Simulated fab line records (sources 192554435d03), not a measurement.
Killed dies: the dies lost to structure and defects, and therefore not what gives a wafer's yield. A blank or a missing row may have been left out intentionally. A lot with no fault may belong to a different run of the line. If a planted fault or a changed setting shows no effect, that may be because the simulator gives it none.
Chamber matching	flow n5Finfet	aldMetal-01 running N5_BEOL_M5_ALD_86: 4 sister chambers
The step deposits TaN, pulse time 2 s, purge time 3 s, co reactant purge time 2 s. 14 wafers are shown with their chamber, then 7 later ones without.

## WAFERS PAIRED WITH THEIR CHAMBERS
wafer	chamber	heaterPowerW (W)	precursorVesselPressureTorr (Torr)
L080.1	3	448	26.28
L080.2	2	483	26.25
L080.3	0	447	26.24
L083.1	2	487	26.20
L083.3	1	422	26.25
L083.6	1	417	26.23
L088.1	3	441	26.24
L088.2	0	450	26.31
L088.3	2	481	26.31
L089.1	3	446	26.19
L089.3	0	446	26.30
L089.4	2	490	26.20
L092.2	0	431	26.25
L092.4	1	425	26.27

SIGNATURES (averages over the wafers above)
reading	chamber 0	chamber 1	chamber 2	chamber 3	scatter within a chamber
heaterPowerW	443.50	421.33	485.25	445.00	5.7
precursorVesselPressureTorr	26.2750	26.2500	26.2400	26.2367	0.0409
Rule: for each reading, subtract the chamber's mean from the wafer's reading, divide by that reading's scatter and square the result; add these up over the readings and take the root, which gives the wafer's distance from the chamber. The wafer belongs to the nearest chamber; if the next one is less than 2 further off, it can't be placed. The scatter is the square root of a quotient: the sum, over the shown wafers, of each reading's squared deviation from its chamber's mean, divided by wafers minus chambers.

## WAFERS MISSING THEIR CHAMBER
wafer	heaterPowerW (W)	precursorVesselPressureTorr (Torr)
L092.6	452	26.32
L094.1	484	26.25
L094.2	416	26.22
L094.3	446	26.29
L097.2	428	26.33
L097.4	469	26.26
L097.5	445	26.29

## CHAMBER TAKEN BY EACH
wafer	from the rows above	in truth
L092.6	can't be placed: 0 or 3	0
L094.1	2	2
L094.2	1	1
L094.3	can't be placed: 0 or 3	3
L097.2	can't be placed: 1 or 0 or 3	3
L097.4	can't be placed: 2 or 3 or 0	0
L097.5	can't be placed: 0 or 3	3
Correctly placed: 2 of 7. Cannot be placed on the basis of these rows: 5; the candidates contain the true chamber in 5. 0 placed wrongly.
